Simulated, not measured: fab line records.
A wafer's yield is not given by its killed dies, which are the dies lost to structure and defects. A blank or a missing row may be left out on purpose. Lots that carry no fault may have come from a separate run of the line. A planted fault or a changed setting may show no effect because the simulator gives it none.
fab line records	flow n5-finfet
[record] lots = 10	wafers = 29	last-day = 16
route steps=1938 shown SD_EPI_N@281 BEOL_M4@1094 PASSIVATION@1936
lots untouched by any fault: they come from a run of this same line in which no faults occurred
start-h: the number of hours between the record's first day and the start of the first shown wafer of the lot	wait-h: hours from the lot's prior step to this one	" identical to the entry in the row above	L1.1+2: a single row standing in for several wafers	- no value present, or no start provided	* or withheld: withheld	< > ~ a bound
route shown NAME@n: a module of which the file shows steps, and the number in the route of the first	usual: average and standard deviation across the fault-free wafers	same: alike in all rows	chamber/n: place in a boat	sites: the reading at each site	_std_site: how widely they spread, as a standard deviation	_edge_site: mean of outer sites minus mean of inner sites	radius-mm: how far each site lies from the wafer's centre	mask NAME#n: copy n	behind: tool/chamber where the wafer was last shaped	hold: what put the lot on hold/how long, in hours/how the hold closed	device: whichever transistor did not switch (one of n, p or np)	end of line: tests run on the same wafers once the route is complete	where a step has no rows: the recipe by itself	killed: dies lost to structure and defects at the first sort, not the wafer's yield	map: shows each die of a wafer: x if killed, . if not, _ if none is there
set.NAME: the run value of the setting; set.NAME@STEP: its run value at that earlier step	model.NAME: the simulator's own value behind a step, which no gauge read
steps of the route over a sample of lots; a table a step, a row a wafer
services: a tool's chamber out of use, with start hour (start-h, from the record's first day; less than 0 if before it), hours out, and reason
[[steps]]
[step N5_SD_EPI_N_SD_RECESS_17]
[recipe] chemistry = HBr/Cl2/O2	target-depth-a = 410	mask-material = SOC	time-s = 23.7	bt-time-s = 3	pressure-mtorr = 10	icp-w = 800	bias-w = 112	HBr_flow_sccm = 150	Cl2_flow_sccm = 80	O2_flow_sccm = 12
[usual] drypump-motor-current-A = 5.6/0.3	oes_o_777_au = 0.994/0.024	oes-product-au = 0.994/0.016	throttle-valve-pct = 37.1/0.33
lot.wafer	tool	chamber	start-h	wait-h	drypump-motor-current-A	oes_o_777_au	oes-product-au	rf-hours-counter-h	throttle-valve-pct
L573.2	rie-si-03	3	50.95	0.0	6.1	1.000	1.005	8	37.5
L573.5	"	2	"	"	5.3	1.021	1.015	-	37.2
L573.6	"	3	"	"	6.1	1.002	1.005	-	37.5
L576.1	rie-si-02	2	66.52	0.0	5.5	0.971	0.978	128	37.2
L576.3	"	3	"	"	5.3	0.977	0.993	32	36.9
L576.6	"	1	"	"	5.7	1.007	1.001	-	37.0
L577.1	rie-si-02	2	73.39	0.0	5.5	0.963	0.990	128	37.2
L577.2	"	1	"	"	5.7	1.001	1.004	20	37.0
L577.6	"	0	"	"	6.1	0.985	0.985	-	37.4
L579.3	rie-si-02	1	87.17	0.0	5.7	0.999	0.999	20	37.0
L579.4	"	3	"	"	5.3	0.995	0.997	32	36.9
L579.5	"	3	"	"	5.3	0.988	0.993	-	36.9
L580.1	rie-si-02	2	91.35	0.0	5.5	0.962	0.988	128	37.2
L580.2	"	3	"	"	5.4	0.987	0.995	32	36.9
L580.5	"	3	"	"	5.3	0.997	0.996	-	36.9
L581.2	rie-si-02	1	101.20	0.0	5.7	1.008	0.998	20	37.0
L581.5	"	1	"	"	5.7	1.007	0.995	-	37.0
L581.6	"	2	"	"	5.5	0.966	0.984	-	37.2
L582.2	rie-si-05	1	106.05	0.0	5.8	1.014	0.992	129	37.6
L582.4	"	0	"	"	5.4	0.961	0.957	0	37.0
L582.6	"	0	"	"	5.4	0.951	0.969	-	37.0
L583.1	rie-si-05	1	110.75	0.0	5.8	1.010	0.996	129	37.6
L583.3	"	0	"	"	5.4	0.949	0.967	1	37.0
L583.5	"	1	"	"	5.8	1.006	0.994	-	37.5
L585.3	rie-si-05	1	122.67	0.0	5.8	1.012	1.001	130	37.6
L585.5	"	2	"	"	5.2	1.015	1.005	-	36.5
L585.6	"	1	"	"	5.8	1.016	0.993	-	37.6
L586.4	rie-si-05	0	129.62	0.0	5.4	0.948	0.966	1	37.0
L586.5	"	1	"	"	5.8	1.017	0.993	-	37.6
[step N5_BEOL_M4_SPUTTER_90]
[recipe] material = Cu	target-thk-a = 45	temp-c = -20	chamber-pressure-pa = 0.07	power-w = withheld	time-s = 8.29
[usual] throttle-valve-pct = 30.0/0.83
lot.wafer	tool	chamber	start-h	wait-h	throttle-valve-pct
L573.2	pvd-sputter-01	-	181.07	0.1	30.6
L573.5	"	-	"	"	28.2
L573.6	"	-	"	"	29.5
L576.1	pvd-sputter-01	-	187.79	0.1	29.6
L576.3	"	-	"	"	30.3
L576.6	"	-	"	"	30.3
L577.1	pvd-sputter-02	-	197.41	0.1	29.5
L577.2	"	-	"	"	29.5
L577.6	"	-	"	"	28.9
L579.3	pvd-sputter-02	-	199.62	0.1	29.7
L579.4	"	-	"	"	30.9
L579.5	"	-	"	"	29.6
L580.1	pvd-sputter-01	-	221.32	0.1	29.5
L580.2	"	-	"	"	27.9
L580.5	"	-	"	"	30.6
L581.2	pvd-sputter-02	-	224.87	0.1	29.1
L581.5	"	-	"	"	29.9
L581.6	"	-	"	"	30.7
L582.2	pvd-sputter-02	-	227.67	0.1	29.4
L582.4	"	-	"	"	29.7
L582.6	"	-	"	"	30.9
L583.1	pvd-sputter-03	-	228.01	0.1	31.1
L583.3	"	-	"	"	30.3
L583.5	"	-	"	"	30.9
L585.3	pvd-sputter-02	-	255.23	0.1	30.0
L585.5	"	-	"	"	28.7
L585.6	"	-	"	"	29.7
L586.4	pvd-sputter-01	-	257.45	0.1	29.2
L586.5	"	-	"	"	29.1
[step N5_BEOL_M4_CMP_52]
[recipe] stop-on = SiOC	t-overpolish-s = 6.8	down-force-psi = 1	platen-rpm = 50	clearing-platen-down-force-psi = 1.5	clearing-platen-rpm = 50	post-cmp-clean = cu-alkaline	target-thk-nm = 40	clearing-platen-pad-velocity-m-s = 0.99484	pad-velocity-m-s = 0.99484
[usual] barrier-field-endpoint-s = 24.7/0.63	motor-current-A = 6.1/0.62	overpolish-run-s = 6.799/0.0095	time-to-endpoint-s = 62.4/3
lot.wafer	tool	chamber	start-h	wait-h	barrier-field-endpoint-s	motor-current-A	overpolish-run-s	time-to-endpoint-s
L573.2	cmp-03	3	182.30	0.3	25.1	7.1	6.799	65.1
L573.5	"	1	"	"	23.7	6.3	6.794	56.0
L573.6	"	2	"	"	24.5	6.2	6.795	62.7
L576.1	cmp-03	0	188.95	0.3	24.8	5.9	6.788	61.0
L576.3	"	2	"	"	25.3	6.2	6.804	63.6
L576.6	"	0	"	"	24.8	5.8	6.796	64.0
L577.2	cmp-03	3	198.80	0.2	24.5	6.9	6.808	65.6
L577.1	"	1	"	"	24.0	6.9	6.809	57.9
L577.6	"	2	"	"	25.2	6.3	6.816	65.0
L579.3	cmp-03	0	201.08	0.3	24.4	5.9	6.816	62.9
L579.4	"	2	"	"	25.4	6.1	6.807	64.9
L579.5	"	3	"	"	24.7	6.6	6.785	64.1
L580.1	cmp-03	2	222.79	0.3	24.2	6.2	6.797	64.7
L580.2	"	3	"	"	24.8	7.0	6.813	65.8
L580.5	"	1	"	"	23.8	6.7	6.785	56.7
L581.2	cmp-03	0	226.26	0.3	24.6	6.0	6.793	63.3
L581.5	"	2	"	"	25.0	5.7	6.808	67.0
L581.6	"	3	"	"	25.3	6.4	6.803	66.6
L582.4	cmp-02	3	228.89	0.2	25.4	5.5	6.792	66.2
L582.2	"	0	"	"	23.8	5.5	6.814	59.8
L582.6	"	2	"	"	25.7	5.4	6.787	66.6
L583.1	cmp-04	0	229.30	0.3	25.0	6.4	6.778	63.3
L583.3	"	1	"	"	24.7	5.2	6.800	58.7
L583.5	"	3	"	"	25.9	6.9	6.803	59.8
L585.3	cmp-02	1	256.59	0.2	24.2	5.0	6.792	60.0
L585.6	"	0	"	"	24.2	5.7	6.804	57.2
L585.5	"	1	"	"	25.2	5.1	6.783	61.3
L586.4	cmp-04	1	258.61	0.1	25.5	5.8	6.812	58.4
L586.5	"	1	"	"	24.1	5.5	6.803	58.0
[step N5_BEOL_M4_INSPECT_59]
[recipe] inspect-instrument = darkfield	mode = post-dep
[usual] raw-defect-count = 76/24
lot.wafer	tool	chamber	start-h	wait-h	raw-defect-count
L573.2	defect-inspect-01	-	182.81	0.0	108
L573.5	"	-	"	"	79
L573.6	"	-	"	"	90
L576.1	defect-inspect-01	-	189.53	0.0	55
L576.3	"	-	"	"	88
L576.6	"	-	"	"	99
L577.1	defect-inspect-01	-	199.40	0.0	78
L577.2	"	-	"	"	84
L577.6	"	-	"	"	70
L579.3	defect-inspect-02	-	201.62	0.0	108
L579.4	"	-	"	"	71
L579.5	"	-	"	"	81
L580.1	defect-inspect-02	-	223.29	0.0	56
L580.2	"	-	"	"	51
L580.5	"	-	"	"	52
L581.2	defect-inspect-01	-	226.86	0.0	114
L581.5	"	-	"	"	76
L581.6	"	-	"	"	105
L582.2	defect-inspect-01	-	229.40	0.0	88
L582.4	"	-	"	"	83
L582.6	"	-	"	"	69
L583.1	defect-inspect-01	-	229.84	0.0	40
L583.3	"	-	"	"	109
L583.5	"	-	"	"	88
L585.3	defect-inspect-02	-	257.13	0.0	57
L585.5	"	-	"	"	91
L585.6	"	-	"	"	53
L586.4	defect-inspect-02	-	259.23	0.0	76
L586.5	"	-	"	"	69
[step N5_BEOL_M4_RC_MEAS_101]
[usual] CJ_N = 4.30/0.078	DIBL_N = 36.5/2	DIBL_P = 36.5/2.3	IOFF_N = 0.16/0.036	IOFF_P = 0.21/0.037	ION_N = 672/12	ION_P = 459/7.1	SS_N = 71.6/0.73	SS_P = 73.4/0.76	VT_N = 250/3.3	VT_P = -250.5/2.9
lot.wafer	tool	chamber	start-h	wait-h	CJ_N	DIBL_N[mV/V]	DIBL_P[mV/V]	IOFF_N[nA/um]	IOFF_P[nA/um]	ION_N[uA/um]	ION_P[uA/um]	SS_N[mV/dec]	SS_P[mV/dec]	VT_N[mV]	VT_P[mV]
L573.2	prober-02	0	182.99	0.2	4.35	31.8	34.0	0.12	0.17	671	462	71.2	72.4	252	-250.3
L573.5	"	0	"	"	4.35	33.0	34.7	0.13	0.17	659	450	70.6	72.4	254	-253.8
L573.6	"	0	"	"	4.35	34.4	37.4	0.16	0.20	675	461	70.9	73.5	250	-249.8
L576.1	prober-02	0	189.55	0.0	4.32	36.7	36.7	0.18	0.21	680	458	71.9	73.9	246	-251.4
L576.3	"	0	"	"	4.27	34.8	35.0	0.14	0.19	679	463	71.4	73.4	251	-252.9
L576.6	"	0	"	"	4.19	35.7	36.1	0.16	0.20	670	464	71.3	73.5	249	-251.7
L577.1	prober-01	0	199.42	0.0	4.45	40.0	39.5	0.23	0.28	695	472	72.2	74.4	246	-246.4
L577.2	"	0	"	"	4.38	40.9	41.1	0.25	0.32	679	457	72.4	74.7	245	-248.5
L577.6	"	0	"	"	4.34	35.9	34.9	0.14	0.19	657	451	71.0	73.1	251	-251.8
L579.3	prober-02	0	201.96	0.3	4.37	37.3	35.9	0.20	0.24	665	450	71.8	73.2	244	-250.3
L579.4	"	0	"	"	4.37	36.1	35.1	0.18	0.24	679	467	71.3	73.1	249	-250.9
L579.5	"	0	"	"	4.34	35.4	33.9	0.17	0.21	689	470	71.3	73.8	246	-248.8
L580.1	prober-01	0	223.32	0.0	4.36	36.5	35.9	0.14	0.19	661	453	72.5	72.6	251	-252.4
L580.2	"	0	"	"	4.26	38.1	39.1	0.18	0.24	683	469	72.6	73.7	249	-247.1
L580.5	"	0	"	"	4.30	37.2	37.3	0.16	0.21	671	459	72.4	73.2	249	-249.2
L581.2	prober-01	0	227.04	0.2	4.22	36.7	35.7	0.15	0.18	670	459	70.9	73.6	249	-253.0
L581.5	"	0	"	"	4.25	34.2	33.3	0.12	0.16	660	451	70.6	72.8	252	-255.4
L581.6	"	0	"	"	4.34	36.2	34.4	0.14	0.17	665	450	70.7	73.2	250	-252.7
L582.2	prober-02	0	229.58	0.2	4.26	37.6	38.5	0.18	0.23	675	461	72.6	74.5	248	-248.7
L582.4	"	0	"	"	4.24	36.0	36.5	0.15	0.19	680	461	71.7	73.3	249	-250.3
L582.6	"	0	"	"	4.21	33.6	33.9	0.11	0.16	664	451	70.6	72.6	255	-253.8
L583.1	prober-01	0	229.86	0.0	4.27	34.3	35.4	0.13	0.20	664	462	71.3	72.5	253	-249.4
L583.3	"	0	"	"	4.30	33.8	33.2	0.11	0.16	630	439	72.2	72.7	259	-255.7
L583.5	"	0	"	"	4.35	31.9	32.0	0.10	0.16	658	459	71.1	72.3	255	-251.8
L585.3	prober-01	0	257.46	0.3	4.23	38.3	36.8	0.19	0.25	684	464	71.7	74.4	245	-248.6
L585.5	"	0	"	"	4.39	39.4	37.8	0.24	0.27	693	465	72.8	74.5	243	-247.5
L585.6	"	0	"	"	3.93	37.3	37.5	0.18	0.27	672	462	71.8	74.3	249	-247.8
L586.4	prober-01	0	259.71	0.5	3.89	35.1	36.3	0.14	0.21	644	446	72.0	73.4	252	-249.7
L586.5	"	0	"	"	4.27	37.3	38.8	0.20	0.25	669	463	72.6	73.4	247	-246.2
[step N5_PASSIVATION_PROBE_49]
[usual] defect-limited-yield = 91.4/1.4	killed_at_M0_to_M3 = 33/11	killed_at_M4_up = 13/5.3	killed-at-contacts = 13/6.1	killed-at-front-end = 40/11	killed-at-other = 2.9/2.7	killed-dies = 102/17	killed-open = 68/13	killed-short = 32/7.5	sort_bin_5_function = 5.1/0.98	sort_bin_6_memory = 3.2/0.69	sort_bin_8_speed = 0.1/1.1	sort-n-pass = 1077/21	sort-yield-pct = 91.3/1.7
[same] gross-dies = 1180	killed-at-back-side = 0	sort_bin_4_leakage[%] = 0
lot.wafer	tool	chamber	start-h	wait-h	defect-limited-yield[%]	killed_at_M0_to_M3	killed_at_M4_up	killed-at-contacts	killed-at-front-end	killed-at-other	killed-dies	killed-open	killed-short	sort_bin_5_function[%]	sort_bin_6_memory[%]	sort_bin_8_speed[%]	sort-n-pass	sort-yield-pct[%]
L573.2	prober-01	-	296.84	0.1	91.1	28	12	13	47	5	105	65	37	5.2	3.4	0	1075	91.1
L573.5	prober-01	-	296.99	0.2	91.3	40	11	18	31	3	103	56	40	4.7	2.9	0	1077	91.3
L573.6	prober-01	-	297.04	0.3	90.9	37	14	11	44	1	107	68	39	4.9	4.0	0	1073	90.9
L577.1	prober-02	-	316.77	0.0	89.4	44	11	7	57	6	125	86	37	5.6	4.6	0	1055	89.4
L577.2	prober-02	-	316.82	0.1	94.2	22	14	7	26	0	69	47	20	3.3	2.0	0	1111	94.2
L577.6	prober-02	-	317.02	0.3	90.4	26	14	7	65	1	113	79	34	5.3	3.8	0	1067	90.4
L579.3	prober-02	-	320.54	0.1	93.5	21	11	20	24	1	77	52	24	3.1	3.1	0	1103	93.5
L579.4	prober-02	-	320.59	0.2	94.1	16	12	15	26	1	70	51	19	3.9	1.8	0	1110	94.1
L579.5	prober-02	-	320.64	0.2	94.6	18	11	9	25	1	64	39	25	3.2	1.9	0	1116	94.6
L576.1	prober-02	-	321.67	0.0	91.8	36	15	8	35	3	97	53	42	4.4	3.7	0	1083	91.8
L576.3	prober-02	-	321.77	0.1	91.9	31	10	8	43	4	96	66	29	5.2	2.7	0	1084	91.9
L576.6	prober-02	-	321.92	0.3	90.8	17	17	12	62	1	109	67	37	5.1	3.2	0	1071	90.8
L580.1	prober-02	-	340.53	0.0	91.6	29	22	9	39	0	99	69	29	5.3	2.8	0	1081	91.6
L580.2	prober-02	-	340.58	0.1	90.5	28	14	18	52	0	112	76	29	5.3	3.6	0	1068	90.5
L580.5	prober-02	-	340.73	0.2	92.1	39	21	8	22	3	93	60	32	4.9	2.3	0	1087	92.1
L583.1	prober-01	-	343.56	0.0	94.0	18	7	19	25	2	71	55	16	3.8	2.1	0	1109	94.0
L583.3	prober-01	-	343.66	0.1	92.2	29	19	11	32	1	92	67	24	4.4	3.3	12.7	938	79.5
L583.5	prober-01	-	343.76	0.2	93.6	16	12	13	33	2	76	50	25	3.6	2.5	0	1104	93.6
L582.2	prober-01	-	349.37	0.1	93.6	14	10	7	44	0	75	45	28	3.8	2.5	0	1105	93.6
L582.4	prober-01	-	349.47	0.2	91.4	35	16	9	39	2	101	72	27	5.3	2.9	0	1079	91.4
L582.6	prober-01	-	349.57	0.3	94.2	22	13	6	25	2	68	43	22	3.0	2.5	0	1112	94.2
L581.2	prober-02	-	350.64	0.1	91.9	36	19	9	31	1	96	69	26	4.2	3.6	0	1084	91.9
L581.5	prober-02	-	350.79	0.2	92.6	23	11	7	42	4	87	60	27	4.2	3.0	0	1093	92.6
L581.6	prober-02	-	350.84	0.3	88.1	44	14	11	71	1	141	92	49	6.4	4.8	0	1039	88.1
L585.3	prober-02	-	372.43	0.1	90.9	36	23	9	38	1	107	77	30	5.0	3.8	0	1073	90.9
L585.5	prober-02	-	372.53	0.2	92.7	36	12	5	29	4	86	53	31	4.7	2.5	0	1094	92.7
L585.6	prober-02	-	372.58	0.3	91.4	23	20	5	52	1	101	67	32	5.2	3.2	0	1079	91.4
L586.4	prober-01	-	374.07	0.2	91.2	29	13	9	51	2	104	66	38	4.7	3.9	0.3	1073	90.9
L586.5	prober-01	-	374.12	0.2	90.8	32	6	21	49	1	109	77	32	5.2	3.7	0	1071	90.8
// killed by level:class
L573.2 FIN_SAQP:geometric-particle:short=21 MOL_CONTACT_COAG:geometric-particle:open=11 FIN_SAQP:geometric-particle:open=9 BEOL_M0_SAQP:geometric-particle:open=7 BEOL_M0:geometric-particle:open=7 BEOL_M3:geometric-particle:open=5 BEOL_M4:geometric-particle:open=5 STARTING-WAFER:geometric-particle:open=5
L573.5 MOL_CONTACT_COAG:geometric-particle:open=16 FIN_SAQP:geometric-particle:short=13 BEOL_M0_SAQP:geometric-particle:open=10 BEOL_M0_SAQP:geometric-particle:short=9 BEOL_M3:geometric-particle:open=8 STARTING-WAFER:geometric-particle:short=6 HKMG_FIN:area-etch=6 BEOL_M2:geometric-particle:open=5
L573.6 FIN_SAQP:geometric-particle:short=19 FIN_SAQP:geometric-particle:open=10 MOL_CONTACT_COAG:geometric-particle:open=10 BEOL_M0_SAQP:geometric-particle:short=9 BEOL_M3:geometric-particle:open=8 BEOL_M4:geometric-particle:open=7 BEOL_M0_SAQP:geometric-particle:open=7 STI_FIN_REVEAL:geometric-particle:open=5
L577.1 BEOL_M0_SAQP:geometric-particle:open=18 STI_FIN_REVEAL:geometric-particle:open=12 FIN_SAQP:geometric-particle:short=8 BEOL_M2:geometric-particle:open=8 FIN_SAQP:geometric-particle:open=6 MOL_CONTACT_COAG:geometric-particle:open=6 BEOL_M3:geometric-particle:short=6 BEOL_M3:geometric-particle:open=6
L577.2 BEOL_M2:geometric-particle:open=8 STARTING-WAFER:geometric-particle:open=7 STI_FIN_REVEAL:geometric-particle:open=5 MOL_CONTACT_COAG:geometric-particle:open=4 BEOL_M1:geometric-particle:short=4 BEOL_M4:geometric-particle:open=4 FIN_SAQP:geometric-particle:open=3 GATE_CUT:geometric-particle:short=3
L577.6 STI_FIN_REVEAL:geometric-particle:open=21 FIN_SAQP:geometric-particle:open=11 BEOL_M4:geometric-particle:open=9 FIN_SAQP:geometric-particle:short=8 BEOL_M0_SAQP:geometric-particle:short=7 MOL_CONTACT_COAG:geometric-particle:open=6 BEOL_M0_SAQP:geometric-particle:open=6 STARTING-WAFER:geometric-particle:open=6
L579.3 MOL_CONTACT_COAG:geometric-particle:open=16 FIN_SAQP:geometric-particle:short=8 FIN_SAQP:geometric-particle:open=6 BEOL_M4:geometric-particle:open=6 BEOL_M1:geometric-particle:open=5 MOL_CONTACT_COAG:geometric-particle:short=4 BEOL_M0_SAQP:geometric-particle:short=4 BEOL_M2:geometric-particle:open=4
L579.4 MOL_CONTACT_COAG:geometric-particle:open=9 FIN_SAQP:geometric-particle:open=8 BEOL_M4:geometric-particle:open=7 MOL_CONTACT_COAG:geometric-particle:short=6 BEOL_M1:geometric-particle:open=5 GATE_CUT:geometric-particle:short=4 BEOL_M0_SAQP:geometric-particle:open=4 BEOL_M3:geometric-particle:open=3
L579.5 MOL_CONTACT_COAG:geometric-particle:open=6 GATE_CUT:geometric-particle:open=5 BEOL_M4:geometric-particle:open=5 GATE_CUT:geometric-particle:short=4 BEOL_M1:geometric-particle:open=4 MOL_CONTACT_COAG:geometric-particle:short=3 BEOL_M0_SAQP:geometric-particle:open=3 BEOL_M3:geometric-particle:open=3
L576.1 STI_FIN_REVEAL:geometric-particle:open=8 MOL_CONTACT_COAG:geometric-particle:open=6 BEOL_M3:geometric-particle:open=6 BEOL_M4:geometric-particle:short=6 GATE_CUT:geometric-particle:short=5 BEOL_M0:geometric-particle:open=5 BEOL_M0_SAQP:geometric-particle:short=5 BEOL_M2:geometric-particle:short=5
L576.3 FIN_SAQP:geometric-particle:short=8 DUMMY_GATE:geometric-particle:open=8 BEOL_M3:geometric-particle:open=8 MOL_CONTACT_COAG:geometric-particle:open=7 BEOL_M0_SAQP:geometric-particle:open=6 BEOL_M1:geometric-particle:open=6 STI_FIN_REVEAL:geometric-particle:open=5 FIN_SAQP:geometric-particle:open=4
L576.6 FIN_SAQP:geometric-particle:open=11 BEOL_M4:geometric-particle:open=10 STI_FIN_REVEAL:geometric-particle:open=9 GATE_CUT:geometric-particle:short=7 MOL_CONTACT_COAG:geometric-particle:short=6 DUMMY_GATE:geometric-particle:open=6 MOL_CONTACT_COAG:geometric-particle:open=6 BEOL_M2:geometric-particle:open=6
L580.1 BEOL_M2:geometric-particle:open=10 BEOL_M4:geometric-particle:open=10 FIN_SAQP:geometric-particle:short=9 STI_FIN_REVEAL:geometric-particle:open=9 MOL_CONTACT_COAG:geometric-particle:open=9 BEOL_M0_SAQP:geometric-particle:open=8 FIN_SAQP:geometric-particle:open=5 STI_FIN_REVEAL:geometric-particle:short=4
L580.2 STI_FIN_REVEAL:geometric-particle:open=17 MOL_CONTACT_COAG:geometric-particle:open=14 FIN_SAQP:geometric-particle:open=12 BEOL_M0_SAQP:geometric-particle:open=9 BEOL_M0_SAQP:geometric-particle:short=8 FIN_SAQP:geometric-particle:short=6 BEOL_M4:geometric-particle:open=5 MOL_CONTACT_COAG:geometric-particle:short=4
L580.5 BEOL_M2:geometric-particle:open=12 BEOL_M4:geometric-particle:open=11 BEOL_M0_SAQP:geometric-particle:short=8 FIN_SAQP:geometric-particle:short=7 MOL_CONTACT_COAG:geometric-particle:open=5 BEOL_M0_SAQP:geometric-particle:open=5 BEOL_M3:geometric-particle:open=5 DUMMY_GATE:geometric-particle:open=3
L583.1 MOL_CONTACT_COAG:geometric-particle:open=17 BEOL_M1:geometric-particle:open=6 STI_FIN_REVEAL:geometric-particle:open=5 BEOL_M2:geometric-particle:open=5 STARTING-WAFER:geometric-particle:open=4 FIN_SAQP:geometric-particle:open=3 FIN_SAQP:geometric-particle:short=3 DUMMY_GATE:geometric-particle:open=3
L583.3 FIN_SAQP:geometric-particle:open=14 MOL_CONTACT_COAG:geometric-particle:open=9 BEOL_M5:geometric-particle:open=8 BEOL_M0_SAQP:geometric-particle:short=7 BEOL_M0_SAQP:geometric-particle:open=5 BEOL_M3:geometric-particle:open=5 FIN_SAQP:geometric-particle:short=4 BEOL_M2:geometric-particle:open=4
L583.5 FIN_SAQP:geometric-particle:short=10 MOL_CONTACT_COAG:geometric-particle:open=10 FIN_SAQP:geometric-particle:open=9 STI_FIN_REVEAL:geometric-particle:open=6 BEOL_M4:geometric-particle:open=6 BEOL_M0_SAQP:geometric-particle:short=5 STARTING-WAFER:geometric-particle:open=3 GATE_CUT:geometric-particle:short=3
L582.2 STI_FIN_REVEAL:geometric-particle:open=14 FIN_SAQP:geometric-particle:short=11 FIN_SAQP:geometric-particle:open=4 MOL_CONTACT_COAG:geometric-particle:open=4 BEOL_M4:geometric-particle:open=4 GATE_CUT:geometric-particle:short=3 MOL_CONTACT_COAG:geometric-particle:short=3 BEOL_M0_SAQP:geometric-particle:open=3
L582.4 FIN_SAQP:geometric-particle:short=12 BEOL_M0_SAQP:geometric-particle:open=8 DUMMY_GATE:geometric-particle:open=7 MOL_CONTACT_COAG:geometric-particle:open=7 BEOL_M1:geometric-particle:open=7 BEOL_M2:geometric-particle:open=7 FIN_SAQP:geometric-particle:open=6 STI_FIN_REVEAL:geometric-particle:open=6
L582.6 DUMMY_GATE:geometric-particle:open=8 BEOL_M4:geometric-particle:open=7 MOL_CONTACT_COAG:geometric-particle:open=5 BEOL_M0_SAQP:geometric-particle:short=5 BEOL_M3:geometric-particle:open=5 FIN_SAQP:geometric-particle:short=3 BEOL_M0_SAQP:geometric-particle:open=3 BEOL_M1:geometric-particle:open=3
L581.2 BEOL_M4:geometric-particle:open=11 BEOL_M0_SAQP:geometric-particle:open=10 STI_FIN_REVEAL:geometric-particle:open=9 MOL_CONTACT_COAG:geometric-particle:open=8 BEOL_M0_SAQP:geometric-particle:short=7 BEOL_M3:geometric-particle:open=7 FIN_SAQP:geometric-particle:open=4 GATE_CUT:geometric-particle:short=4
L581.5 STI_FIN_REVEAL:geometric-particle:open=14 BEOL_M3:geometric-particle:open=9 FIN_SAQP:geometric-particle:short=8 MOL_CONTACT_COAG:geometric-particle:open=6 BEOL_M1:geometric-particle:open=5 BEOL_M4:geometric-particle:open=5 FIN_SAQP:geometric-particle:open=4 BEOL_M0_SAQP:geometric-particle:short=4
L581.6 STI_FIN_REVEAL:geometric-particle:open=18 FIN_SAQP:geometric-particle:open=15 FIN_SAQP:geometric-particle:short=15 BEOL_M2:geometric-particle:open=10 BEOL_M0_SAQP:geometric-particle:open=9 MOL_CONTACT_COAG:geometric-particle:open=8 BEOL_M0_SAQP:geometric-particle:short=8 BEOL_M3:geometric-particle:open=8
L585.3 BEOL_M0_SAQP:geometric-particle:open=9 BEOL_M3:geometric-particle:open=9 FIN_SAQP:geometric-particle:open=8 DUMMY_GATE:geometric-particle:open=8 MOL_CONTACT_COAG:geometric-particle:open=8 BEOL_M0_SAQP:geometric-particle:short=7 BEOL_M4:geometric-particle:open=7 STI_FIN_REVEAL:geometric-particle:open=6
L585.5 STI_FIN_REVEAL:geometric-particle:open=9 BEOL_M0_SAQP:geometric-particle:short=9 BEOL_M3:geometric-particle:open=8 BEOL_M0_SAQP:geometric-particle:open=6 DUMMY_GATE:geometric-particle:open=5 BEOL_M4:geometric-particle:open=5 STI_FIN_REVEAL:geometric-particle:short=4 BEOL_M4:geometric-particle:short=4
L585.6 FIN_SAQP:geometric-particle:open=14 STI_FIN_REVEAL:geometric-particle:open=12 BEOL_M4:geometric-particle:open=10 FIN_SAQP:geometric-particle:short=9 BEOL_M3:geometric-particle:open=4 MOL_CONTACT_COAG:geometric-particle:open=4 ILD0:geometric-particle:short=3 BEOL_M0_SAQP:geometric-particle:open=3
L586.4 BEOL_M3:geometric-particle:open=10 FIN_SAQP:geometric-particle:short=9 FIN_SAQP:geometric-particle:open=8 MOL_CONTACT_COAG:geometric-particle:open=8 STI_FIN_REVEAL:geometric-particle:open=6 STARTING-WAFER:geometric-particle:open=6 STARTING-WAFER:geometric-particle:short=4 GATE_CUT:geometric-particle:short=4
L586.5 FIN_SAQP:geometric-particle:open=21 MOL_CONTACT_COAG:geometric-particle:open=18 BEOL_M3:geometric-particle:open=9 FIN_SAQP:geometric-particle:short=8 BEOL_M1:geometric-particle:open=5 DUMMY_GATE:geometric-particle:open=4 BEOL_M0_SAQP:geometric-particle:open=4 BEOL_M0_SAQP:geometric-particle:short=4
[[services]]
tool	chamber	start-h	hours	kind
pvd-sputter-02	-	36.01	2.9	repair
pvd-sputter-02	-	39.08	0.5	repair
cmp-03	-	44.48	3.2	repair
cmp-03	-	72.54	0.2	repair
cmp-04	-	73.73	4.0	pm
cmp-02	-	103.74	4.0	pm
rie-si-02	0	110.44	-	clean
pvd-sputter-02	-	110.45	4.0	repair
rie-si-03	-	110.53	2.8	pm
pvd-sputter-02	-	115.23	1.6	repair
cmp-03	-	115.99	6.2	pm
cmp-03	-	150.91	0.5	repair
pvd-sputter-01	-	156.15	13.6	repair
cmp-02	-	158.53	3.9	repair
rie-si-02	0	165.81	5.8	repair
cmp-04	-	182.02	4.5	repair
rie-si-03	-	192.91	0.2	repair
cmp-04	-	234.55	4.6	pm
cmp-03	-	238.57	4.0	pm
cmp-03	-	242.57	-	consumable-replace:conditioner
cmp-03	-	242.57	-	consumable-replace:pad
rie-si-02	3	243.68	5.7	repair
cmp-02	-	245.11	0.5	repair
cmp-02	-	258.02	6.3	pm
[[key]]
[first-sign] step = N5_BEOL_M4_RC_MEAS_101	reading = CJ_N	direction = down	sigmas = 5	usual = 4.30	struck = 3.91
effect none on later readings
met-at N5_SD_EPI_N_SD_RECESS_17
struck-lots L585,L586
struck-wafers L585.6,L586.4
not-acting-at N5_BEOL_M4_SPUTTER_90,N5_BEOL_M4_CMP_52,N5_BEOL_M4_INSPECT_59
onset-between 110.75 122.67
[fault] kind = process-parameter-drift	tool = rie-si-05	chamber = -	onset-h = 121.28	steps = N5_SD_EPI_N_SD_RECESS_17	channel = time-s	offset = *	shape = step	end-h = 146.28	scope = struck-wafers-only	acts-in = *	stated = *
